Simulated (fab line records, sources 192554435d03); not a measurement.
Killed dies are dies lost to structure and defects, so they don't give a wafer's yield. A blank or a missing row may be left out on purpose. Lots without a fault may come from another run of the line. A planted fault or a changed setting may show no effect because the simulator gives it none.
One fault seen from 2 desks | flow n5_finfet | each desk has only its own numbers; what lay behind them comes last

THE TOOL OWNER'S DESK: ald_sin-03
The tool's own readings at N5_FIN_SAQP_SPACER2_ALD_28 (deposits SiO2, target thk 8.1 nm, pulse time 1 s, purge time 2 s): means of the sampled wafers that have a number, for each lot that ran on this tool. A lot is out of limits, marked OUT, if its mean lies more than 4 standard deviations from the usual mean; the brackets give that distance.
Columns: A = heater_power_w at N5_FIN_SAQP_SPACER2_ALD_28, usual 482 W; B = precursor_pulse_height_rel at N5_FIN_SAQP_SPACER2_ALD_28, usual 0.998; C = susceptor_temp_C at N5_FIN_SAQP_SPACER2_ALD_28, usual 300.00 C
lot  | first seen here | A   | B     | C
L922 | day 2 03:31     | 487 | 1.008 | 299.82
L934 | day 5 01:21     | 457 | 1.004 | 299.90
L941 | day 6 19:20     | 467 | 1.002 | 300.03
L944 | day 7 13:51     | 453 | 0.994 | 299.85
This desk's finding: nothing out of limits on any of the 4 lots.

THE METROLOGY DESK
What the gauges read, lot by lot, whatever tool the lot ran on: means of the sampled wafers that have a number. A lot is out of limits, marked OUT, if its mean lies more than 4 standard deviations from the usual mean; the brackets give that distance. Of its 18 readings 7 are shown: the one that was out of limits first, and those that lie furthest out on some lot.
Columns: A = cd_nm at N5_STI_FIN_REVEAL_CD_MEAS_22, usual 6.23 nm; B = IOFF_N at N5_BEOL_M4_RC_MEAS_101, usual 0.159 nA/um; C = IOFF_N_85C at N5_BEOL_M4_RC_MEAS_101, usual 3.1 nA/um; D = IOFF_N_LIN at N5_BEOL_M4_RC_MEAS_101, usual 0.073 nA/um; E = IOFF_P at N5_BEOL_M4_RC_MEAS_101, usual 0.21 nA/um; F = IOFF_P_85C at N5_BEOL_M4_RC_MEAS_101, usual 3.6 nA/um; G = IOFF_P_LIN at N5_BEOL_M4_RC_MEAS_101, usual 0.100 nA/um
lot  | first seen here | A               | B               | C             | D               | E               | F              | G
L922 | day 2 04:02     | 6.23            | 0.125           | 2.6           | 0.061           | 0.20            | 3.5            | 0.098
L923 | day 2 10:29     | 6.24            | 0.168           | 3.2           | 0.079           | 0.21            | 3.6            | 0.096
L932 | day 4 14:11     | 6.28            | 0.160           | 3.2           | 0.074           | 0.22            | 4.0            | 0.107
L934 | day 5 01:52     | 6.44            | 0.169           | 3.3           | 0.074           | 0.22            | 3.7            | 0.101
L941 | day 6 19:52     | 7.11            | 0.611 (+17) OUT | 8.7 (+13) OUT | 0.206 (+14) OUT | 0.50 (+9.6) OUT | 7.2 (+8.4) OUT | 0.168 (+6.2) OUT
L944 | day 7 14:22     | 7.17 (+4.3) OUT | 0.632 (+18) OUT | 8.9 (+13) OUT | 0.217 (+15) OUT | 0.59 (+13) OUT  | 8.5 (+11) OUT  | 0.212 (+10) OUT
L945 | day 7 19:38     | 6.21            | 0.160           | 3.1           | 0.075           | 0.24            | 3.9            | 0.110
This desk's finding: out of limits on L941, L944; first on L944, day 8 00:52 (cd_nm at N5_STI_FIN_REVEAL_CD_MEAS_22). In limits: L922, L923, L932, L934, L945.

PUT TOGETHER
The metrology desk could have raised an alarm at day 8 00:52, on L941, L944.
The tool owner's desk saw nothing out of limits.
The tool owner's desk has L941, L944 on record, within its limits.
Of the lots named, all ran N5_FIN_SAQP_SPACER2_ALD_28 on ald_sin-03.

WHAT THE SIMULATOR HAD PUT IN
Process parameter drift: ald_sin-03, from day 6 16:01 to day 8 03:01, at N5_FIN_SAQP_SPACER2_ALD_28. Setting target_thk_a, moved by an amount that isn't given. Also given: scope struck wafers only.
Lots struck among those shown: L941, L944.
Hours from the fault's start to each desk's first reading out of limits: the metrology desk, 33.
